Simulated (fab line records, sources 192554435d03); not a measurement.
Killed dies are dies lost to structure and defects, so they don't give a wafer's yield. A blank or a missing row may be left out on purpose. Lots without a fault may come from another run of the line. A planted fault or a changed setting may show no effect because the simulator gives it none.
Split-lot experiment | flow n5_finfet | 7 lots, 21 wafers read, on a route of 1938 steps

THE SPLIT
At N5_BEOL_M2_ETCH_64 (etches SOC in N2/H2, target depth 75 nm, overetch 22.5 nm, time 121.9 s), the setting source_w was moved away from the recipe's 840 W on 8 of the 21 wafers read, by -11.4% to +12.1%. The other wafers ran this setting at the recipe's value.

The reading is taken at the split's own step.

THE READING
rf_vpp_V, in V, at N5_BEOL_M2_ETCH_64 (etches SOC in N2/H2, target depth 75 nm, overetch 22.5 nm, time 121.9 s). Fault-free wafers of this fab line usually give 525 V, standard deviation 3.1 V.

wafer  | tool, chamber at the split | source_w as run, W | against the recipe | rf_vpp_V, V | against lot-mates on the recipe
L076.1 | rie_diel-01, 0             | 840                | recipe             | 523         | -
L076.4 | rie_diel-01, 3             | 768                | -8.6%              | 543         | +20
L076.6 | rie_diel-01, 0             | 768                | -8.6%              | 541         | +18
L079.1 | rie_diel-03, 1             | 743.9              | -11.4%             | 548         | +22
L079.3 | rie_diel-03, 0             | 840                | recipe             | 526         | -
L079.6 | rie_diel-03, 3             | 840                | recipe             | 527         | -
L080.1 | rie_diel-01, 2             | 899.6              | +7.1%              | 516         | -8
L080.3 | rie_diel-01, 3             | 899.6              | +7.1%              | 514         | -10
L080.4 | rie_diel-01, 0             | 840                | recipe             | 524         | -
L082.2 | rie_diel-03, 1             | 941.4              | +12.1%             | 509         | -14
L082.3 | rie_diel-03, 3             | 840                | recipe             | 525         | -
L082.5 | rie_diel-03, 2             | 840                | recipe             | 521         | -
L086.2 | rie_diel-03, 1             | 840                | recipe             | 527         | -
L086.3 | rie_diel-03, 0             | 840                | recipe             | 528         | -
L086.5 | rie_diel-03, 1             | 840                | recipe             | 529         | -
L089.2 | rie_diel-01, 0             | 840                | recipe             | 524         | -
L089.4 | rie_diel-01, 2             | 912.8              | +8.7%              | 514         | -10
L089.6 | rie_diel-01, 0             | 912.8              | +8.7%              | 511         | -13
L090.1 | rie_diel-03, 2             | 840                | recipe             | 522         | -
L090.5 | rie_diel-03, 1             | 840                | recipe             | 529         | -
L090.6 | rie_diel-03, 0             | 840                | recipe             | 526         | -

THE FIT
A straight line over all 21 wafers: rf_vpp_V changes by -1.67 V for each +1% of source_w; r = -0.97; the points scatter about the line by 2.5 V.
The same after taking each lot's own level away (the mean of its wafers on the recipe; 21 wafers): -1.61 V for each +1%; r = -0.97; scatter 2.5 V.
On that fit, the largest move of source_w shifts the reading by 19 V.
The lots' own levels span 523.0 to 528.0 V, that is 1.6 times the standard deviation above.
So the lot-to-lot level changes the slope little: the two slopes agree.
Check: with one of the wafers moved furthest among these (+12.1%) left out of the fit, the line predicts -19.4 V for it against its lot-mates. It came out at -14 V against them.
Tool readings at the split's step, against how far the setting was moved: rf_vpp_V r = -0.97.

OTHER SPLITS ON THESE WAFERS
These wafers also went through other splits before the reading. Each is held against what the fit with the lots' levels taken away leaves over:
other split on the same wafers | wafers away from the commonest value | r with rf_vpp_V (lot level and that fit taken away)
N5_BEOL_M1_ETCH_64 source_w    | 10                                   | +0.13
N5_BEOL_M1_COAT_22 spin_rpm    | 7                                    | -0.11
N5_BEOL_M2_DESCUM_16 time_s    | 7                                    | +0.08

THE FILE'S OWN FIT
rf_vpp_V changes by -1.59 V for each +1% of source_w, r = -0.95.
